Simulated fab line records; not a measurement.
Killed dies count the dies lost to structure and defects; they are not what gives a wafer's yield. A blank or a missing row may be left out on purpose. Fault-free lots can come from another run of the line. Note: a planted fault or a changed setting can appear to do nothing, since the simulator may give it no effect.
Matching of chambers || flow n5Finfet || N5_BEOL_M10_CURE_72 on uvCure-01 has 3 sister chambers
The step cures SiCOH lowk, time 120 s. 14 wafers are shown with their chamber, then 7 later ones without.

== WAFERS WITH THEIR CHAMBER ==
{"wafer": "L075.3", "chamber": 1, "wafer_temp_C_max": 371.2, "lampPowerPct (%)": 52.37}
{"wafer": "L075.5", "chamber": 1, "wafer_temp_C_max": 371.9, "lampPowerPct (%)": 52.46}
{"wafer": "L075.6", "chamber": 1, "wafer_temp_C_max": 371.7, "lampPowerPct (%)": 52.25}
{"wafer": "L077.1", "chamber": 1, "wafer_temp_C_max": 371.5, "lampPowerPct (%)": 52.33}
{"wafer": "L077.5", "chamber": 1, "wafer_temp_C_max": 371.5, "lampPowerPct (%)": 52.33}
{"wafer": "L077.6", "chamber": 1, "wafer_temp_C_max": 371.1, "lampPowerPct (%)": 52.36}
{"wafer": "L084.1", "chamber": 2, "wafer_temp_C_max": 371.7, "lampPowerPct (%)": 52.34}
{"wafer": "L084.4", "chamber": 2, "wafer_temp_C_max": 371.5, "lampPowerPct (%)": 52.30}
{"wafer": "L084.5", "chamber": 2, "wafer_temp_C_max": 371.7, "lampPowerPct (%)": 52.34}
{"wafer": "L088.1", "chamber": 0, "wafer_temp_C_max": 372.1, "lampPowerPct (%)": 52.36}
{"wafer": "L088.2", "chamber": 0, "wafer_temp_C_max": 371.8, "lampPowerPct (%)": 52.27}
{"wafer": "L088.3", "chamber": 0, "wafer_temp_C_max": 371.9, "lampPowerPct (%)": 52.31}
{"wafer": "L089.1", "chamber": 2, "wafer_temp_C_max": 372.2, "lampPowerPct (%)": 52.28}
{"wafer": "L089.4", "chamber": 2, "wafer_temp_C_max": 371.5, "lampPowerPct (%)": 52.36}

SIGNATURES (averages over the wafers above)
{"reading": "wafer_temp_C_max", "chamber 0": 371.933, "chamber 1": 371.483, "chamber 2": 371.720, "scatter within a chamber": 0.274}
{"reading": "lampPowerPct", "chamber 0": 52.3133, "chamber 1": 52.3500, "chamber 2": 52.3240, "scatter within a chamber": 0.0538}
Rule: for a wafer and a chamber, the distance is found by dividing, reading by reading, the gap between the wafer's reading and the chamber's mean by the reading's scatter, squaring, summing and taking the root. If the next closest chamber is less than 2 further off than the closest, the wafer can't be placed; otherwise it belongs to the closest. The scatter is the square root of a quotient: the sum, over the shown wafers, of each reading's squared deviation from its chamber's mean, divided by wafers minus chambers.

== WAFERS MISSING THEIR CHAMBER ==
{"wafer": "L089.6", "wafer_temp_C_max": 371.5, "lampPowerPct (%)": 52.31}
{"wafer": "L091.1", "wafer_temp_C_max": 372.1, "lampPowerPct (%)": 52.36}
{"wafer": "L091.4", "wafer_temp_C_max": 371.7, "lampPowerPct (%)": 52.30}
{"wafer": "L091.5", "wafer_temp_C_max": 371.7, "lampPowerPct (%)": 52.29}
{"wafer": "L096.1", "wafer_temp_C_max": 371.5, "lampPowerPct (%)": 52.20}
{"wafer": "L096.3", "wafer_temp_C_max": 372.0, "lampPowerPct (%)": 52.27}
{"wafer": "L096.5", "wafer_temp_C_max": 371.5, "lampPowerPct (%)": 52.22}

== CHAMBER TAKEN BY EACH ==
{"wafer": "L089.6", "from the rows above": "can't be placed: 1 or 2 or 0", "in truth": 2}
{"wafer": "L091.1", "from the rows above": "can't be placed: 0 or 2 or 1", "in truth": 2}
{"wafer": "L091.4", "from the rows above": "can't be placed: 2 or 0 or 1", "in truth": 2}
{"wafer": "L091.5", "from the rows above": "can't be placed: 2 or 0 or 1", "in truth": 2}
{"wafer": "L096.1", "from the rows above": "can't be placed: 2 or 0 or 1", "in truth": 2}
{"wafer": "L096.3", "from the rows above": "can't be placed: 0 or 2 or 1", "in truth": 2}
{"wafer": "L096.5", "from the rows above": "can't be placed: 2 or 0 or 1", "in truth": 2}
Correct placement for 0 of the 7. Can't be placed from these rows: 7 (the true chamber is among the candidates in 7). Placed wrongly: 0.
